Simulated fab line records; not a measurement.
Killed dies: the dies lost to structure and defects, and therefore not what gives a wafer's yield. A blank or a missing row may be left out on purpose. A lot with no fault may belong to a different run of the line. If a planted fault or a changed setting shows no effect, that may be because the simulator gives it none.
Lot-split experiment | flow n5-finfet | 21 wafers read from 7 lots, route of 1938 steps

THE SPLIT ITSELF
At N5_BEOL_M11_EXPOSE_08 (exposes mask M11), the setting dose-mj was moved away from the recipe's 53.75 on 10 of the 21 wafers read, by -3.5% to +6.4%. For the rest of the wafers, this setting stayed at what the recipe calls for.

FROM THE SPLIT TO THE READING: what the file shows between them, 9 steps
- N5_BEOL_M11_PEB_09: peb time 60 s
- N5_BEOL_M11_DEVELOP_10: develop time 30 s
- N5_BEOL_M11_CD_MEAS_11: target cd 64.1 nm
- N5_BEOL_M11_DESCUM_16: chemistry O2, time 7.9 s
- N5_BEOL_M11_ETCH_61: etches SiARC in CF4, target depth 39 nm, time 65 s
- N5_BEOL_M11_ETCH_62: etches SOC in N2/H2, target depth 110 nm, overetch 22 nm, time 165 s
- N5_BEOL_M11_STRIP_68: strips in N2/H2
- N5_BEOL_M11_HM_OPEN_17: chemistry Cl2/BCl3, target TiN, target depth 20 nm, overetch 6 nm
- N5_BEOL_M11_STRIP_19: strips in O2

THE READING
cd-nm, in nm, at N5_BEOL_M11_CD_MEAS_18 (pitch 140 nm, target cd 70 nm). Typical for fault-free wafers on this fab line: 70.2 nm, with standard deviation 0.56 nm.

wafer  | tool, chamber at the split | dose-mj as run | against the recipe | cd-nm, nm | against lot-mates on the recipe
L076.1 | arfi-scanner-03, 0         | 53.75          | recipe             | 70.1      | -
L076.2 | arfi-scanner-03, 0         | 53.75          | recipe             | 70.5      | -
L076.5 | arfi-scanner-03, 0         | 52.71          | -1.9%              | 69.8      | -0.5
L075.1 | arfi-scanner-01, 0         | 53.75          | recipe             | 69.8      | -
L075.2 | arfi-scanner-01, 0         | 56.49          | +5.1%              | 73.4      | +3.6
L075.4 | arfi-scanner-01, 0         | 56.49          | +5.1%              | 73.3      | +3.5
L079.3 | arfi-scanner-02, 0         | 53.75          | recipe             | 70.4      | -
L079.4 | arfi-scanner-02, 0         | 53.75          | recipe             | 70.0      | -
L079.5 | arfi-scanner-02, 0         | 55.93          | +4.1%              | 70.9      | +0.7
L080.2 | arfi-scanner-02, 0         | 57.2           | +6.4%              | 73.0      | +3.3
L080.3 | arfi-scanner-02, 0         | 53.75          | recipe             | 69.7      | -
L080.5 | arfi-scanner-02, 0         | 57.2           | +6.4%              | 72.3      | +2.6
L089.2 | arfi-scanner-01, 0         | 52.46          | -2.4%              | 69.1      | -1.7
L089.3 | arfi-scanner-01, 0         | 53.75          | recipe             | 70.8      | -
L089.6 | arfi-scanner-01, 0         | 52.46          | -2.4%              | 67.9      | -2.9
L092.1 | arfi-scanner-02, 0         | 53.75          | recipe             | 69.9      | -
L092.3 | arfi-scanner-02, 0         | 53.75          | recipe             | 70.4      | -
L092.4 | arfi-scanner-02, 0         | 53.75          | recipe             | 70.2      | -
L097.2 | arfi-scanner-03, 0         | 51.85          | -3.5%              | 67.9      | -2.4
L097.5 | arfi-scanner-03, 0         | 51.85          | -3.5%              | 67.9      | -2.4
L097.6 | arfi-scanner-03, 0         | 53.75          | recipe             | 70.3      | -

FIT RESULTS
A straight line over all 21 wafers: cd-nm changes by +0.49 nm for each +1% of dose-mj; r = +0.93; the points scatter about the line by 0.59 nm.
The same after taking each lot's own level away (the mean of its wafers on the recipe; 21 wafers): +0.566 nm for each +1%; r = +0.94; scatter 0.62 nm.
The reading moves by 3.6 nm for the largest change in dose-mj, on that fit.
The span of the lots' own levels, 69.70 to 70.80 nm, comes to 2.0 times the standard deviation stated above.
In other words, the slope is changed by the lot-to-lot level; the two fits disagree.
Check: with one of the wafers moved furthest among these (+6.4%) left out of the fit, the line predicts +3.51 nm for it against its lot-mates. It came out at +3.3 nm against them.

FURTHER SPLITS ON THESE WAFERS
Before the reading, these wafers also passed through other splits. Each is held against what the fit with the lots' levels taken away leaves over:
other split on the same wafers   | wafers away from the commonest value | r with cd-nm (lot level and that fit taken away)
N5_BEOL_M9_TRENCH_ETCH_37 time-s | 7                                    | +0.45
N5_BEOL_M11_COAT_05 spin-rpm     | 9                                    | +0.33

THE WHOLE CHAIN: every reading that the file lists as answering this split, in the file's order
step                   | what it does                                       | reading                                                                | change (the file's fit)               | r (the file's)
N5_BEOL_M11_CD_MEAS_11 | target cd 64.1 nm                                  | cd-nm                                                                  | +0.526 nm for each +1% of the setting | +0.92
N5_BEOL_M11_ETCH_61    | etches SiARC in CF4, target depth 39 nm, time 65 s | BEOL_M11.cd-offset-nm (the simulator's own value, which no gauge read) | +0.517 nm for each +1% of the setting | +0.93
N5_BEOL_M11_CD_MEAS_18 | pitch 140 nm, target cd 70 nm                      | cd-nm                                                                  | +0.522 nm for each +1% of the setting | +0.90

FILE'S OWN FIT
cd-nm changes by +0.522 nm for each +1% of dose-mj, r = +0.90.
